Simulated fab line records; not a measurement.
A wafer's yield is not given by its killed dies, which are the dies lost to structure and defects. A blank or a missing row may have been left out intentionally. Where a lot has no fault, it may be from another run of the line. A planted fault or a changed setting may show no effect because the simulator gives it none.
Chamber matching | flow n5 finfet | N5_BEOL_M14_DESCUM_15 on rie diel-01: 4 sister chambers
The step chemistry O2, time 7.9 s. 24 wafers are shown with their chamber, then 12 later ones without.

## EACH WAFER AND ITS CHAMBER
wafer  | chamber | showerhead plenum p Torr (Torr) | drypump motor current A (A) | throttle valve pct (%)
L077.2 | 0       | 2.14                            | 5.5                         | 20.40
L077.5 | 3       | 2.07                            | 5.5                         | 20.59
L077.6 | 0       | 2.14                            | 5.5                         | 20.40
L078.3 | 3       | 2.07                            | 5.5                         | 20.59
L078.4 | 0       | 2.14                            | 5.5                         | 20.40
L078.6 | 2       | 2.06                            | 5.9                         | 20.66
L079.2 | 3       | 2.07                            | 5.5                         | 20.59
L079.3 | 2       | 2.06                            | 5.8                         | 20.66
L079.4 | 3       | 2.07                            | 5.5                         | 20.59
L080.2 | 0       | 2.14                            | 5.5                         | 20.42
L080.5 | 3       | 2.07                            | 5.5                         | 20.60
L080.6 | 1       | 2.26                            | 5.3                         | 20.77
L087.1 | 2       | 2.06                            | 5.8                         | 20.21
L087.3 | 1       | 2.25                            | 5.3                         | 20.79
L087.6 | 1       | 2.25                            | 5.3                         | 20.79
L089.2 | 1       | 2.24                            | 5.4                         | 20.80
L089.5 | 2       | 2.06                            | 5.8                         | 20.23
L089.6 | 1       | 2.24                            | 5.4                         | 20.81
L092.1 | 2       | 2.05                            | 5.8                         | 20.23
L092.4 | 3       | 2.06                            | 5.5                         | 20.21
L092.6 | 2       | 2.05                            | 5.8                         | 20.23
L090.1 | 1       | 2.24                            | 5.3                         | 20.81
L090.3 | 2       | 2.05                            | 5.8                         | 20.23
L090.4 | 0       | 2.13                            | 5.5                         | 20.47

SIGNATURES (averages over the wafers above)
reading                  | chamber 0 | chamber 1 | chamber 2 | chamber 3 | scatter within a chamber
showerhead plenum p Torr | 2.1380    | 2.2467    | 2.0557    | 2.0683    | 0.00578
drypump motor current A  | 5.500     | 5.333     | 5.814     | 5.500     | 0.0331
throttle valve pct       | 20.4180   | 20.7950   | 20.3500   | 20.5283   | 0.141
Rule: a wafer lies at a distance from a chamber equal to the root of the sum of squares, over the readings, of (its reading less the chamber's mean, divided by the reading's scatter). The wafer belongs to the nearest chamber; if the next one is less than 2 further off, it can't be placed. The scatter: the root of (the sum of the squares of (reading less its chamber's mean) over the shown wafers, divided by (wafers less chambers)).

## WAFERS WITH NO CHAMBER GIVEN
wafer  | showerhead plenum p Torr (Torr) | drypump motor current A (A) | throttle valve pct (%)
L093.1 | 2.24                            | 5.3                         | 20.80
L093.2 | 2.05                            | 5.8                         | 20.25
L093.4 | 2.24                            | 5.4                         | 20.81
L094.1 | 2.24                            | 5.4                         | 20.80
L094.5 | 2.05                            | 5.8                         | 20.26
L094.6 | 2.06                            | 5.5                         | 20.22
L095.3 | 2.05                            | 5.8                         | 20.25
L095.5 | 2.24                            | 5.3                         | 20.80
L095.6 | 2.05                            | 5.8                         | 20.25
L097.2 | 2.05                            | 5.8                         | 20.28
L097.3 | 2.06                            | 5.5                         | 20.25
L097.5 | 2.24                            | 5.4                         | 20.82

## WHICH CHAMBER EACH ONE RAN IN
wafer  | from the rows above | in truth
L093.1 | 1                   | 1
L093.2 | 2                   | 2
L093.4 | 1                   | 1
L094.1 | 1                   | 1
L094.5 | 2                   | 2
L094.6 | 3                   | 3
L095.3 | 2                   | 2
L095.5 | 1                   | 1
L095.6 | 2                   | 2
L097.2 | 2                   | 2
L097.3 | 3                   | 3
L097.5 | 1                   | 1
Placed correctly: 12 of 12. Number that these rows cannot place: 0. Wrongly placed: 0.
